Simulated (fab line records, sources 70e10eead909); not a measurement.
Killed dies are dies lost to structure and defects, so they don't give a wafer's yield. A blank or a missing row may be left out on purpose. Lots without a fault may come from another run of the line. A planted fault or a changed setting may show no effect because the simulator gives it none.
Which tool did it? | flow nand_harc | 6 lots, 17 wafers sampled, at 6 steps of a route of 1302

WHAT THE GAUGES READ, wafer by wafer
NHARC_END_SORT_01.
lot  | measured     | on        | defect_limited_yield (%)
L324 | day 29 17:41 | prober-02 | 86.0 86.4

WHICH TOOL RAN EACH LOT (tool, then ch and the chambers of the sampled wafers, then the start)
lot  | NHARC_A_M0_PRE_CLEAN_31         | NHARC_A_M0_DEP_32               | NHARC_A_M1_PVD_20                       | NHARC_A_M1_ECD_22              | NHARC_A_M1_CMP_23
L317 | pecvd-04 ch 0,1,2, day 23 23:13 | pecvd-04 ch 0,1,2, day 23 23:19 | pvd_sputter-02, day 24 02:04 or earlier | ecd_cu-02 ch 0, day 24 02:04   | cmp-02 ch 1,2,3, day 24 02:49
L318 | pecvd-04 ch 0,1,2, day 24 17:01 | pecvd-04 ch 0,1,2, day 24 17:07 | pvd_sputter-02, day 24 19:53 or earlier | ecd_cu-01 ch 0,1, day 24 19:53 | cmp-04 ch 0,2,3, day 24 20:56
L324 | pecvd-01 ch 1,2, day 27 13:04   | pecvd-01 ch 1,2, day 27 13:14   | pvd_sputter-03, day 27 16:04 or earlier | ecd_cu-02 ch 0,1, day 27 16:04 | cmp-01 ch 0,1, day 27 16:43
L332 | pecvd-02 ch 0,1, day 30 23:40   | pecvd-02 ch 0,1, day 30 23:46   | pvd_sputter-02, day 31 02:39 or earlier | ecd_cu-01 ch 0,1, day 31 02:39 | cmp-02 ch 0,3, day 31 03:20
L335 | pecvd-02 ch 0,1,2, day 31 15:38 | pecvd-02 ch 0,1,2, day 31 15:43 | pvd_sputter-01, day 31 18:25 or earlier | ecd_cu-01 ch 0,1, day 31 18:25 | cmp-04 ch 1,2,3, day 31 19:10
L336 | pecvd-01 ch 0,1,2, day 32 13:19 | pecvd-01 ch 0,1,2, day 32 13:25 | pvd_sputter-02, day 32 16:04 or earlier | ecd_cu-01 ch 0,1, day 32 16:04 | cmp-01 ch 1,2, day 32 16:49
- NHARC_A_M0_PRE_CLEAN_31: time 12 s.
- NHARC_A_M0_DEP_32: deposits SiCN, target thk 30 nm.
- NHARC_A_M1_PVD_20: deposits TaN, target thk 5 nm, time 8.06 s.
- NHARC_A_M1_ECD_22: material Cu, target thk 400 nm.
- NHARC_A_M1_CMP_23: polishes, t overpolish 20 s, target thk 154.34 nm.

THE ANSWER, worked out from the rows above alone
Rule: what is usual is taken from the lots themselves. Put in order of their means at a reading, lots are off if they are a third of the lots or fewer, leave a main group of 4 or more, and stand apart from it by a gap of 3 or more times the standard deviation of the main group's means; of several such gaps the widest counts. A main group whose means are all the same, to the digits that the tables above print for the reading, isn't used. A lot without any number at a reading at which 4 lots or more have one is off too. The other lots that the step has rows for count as sound.
No lot is off at any reading shown: from this, nothing can be told.

WHAT THE SIMULATOR HAD PUT IN
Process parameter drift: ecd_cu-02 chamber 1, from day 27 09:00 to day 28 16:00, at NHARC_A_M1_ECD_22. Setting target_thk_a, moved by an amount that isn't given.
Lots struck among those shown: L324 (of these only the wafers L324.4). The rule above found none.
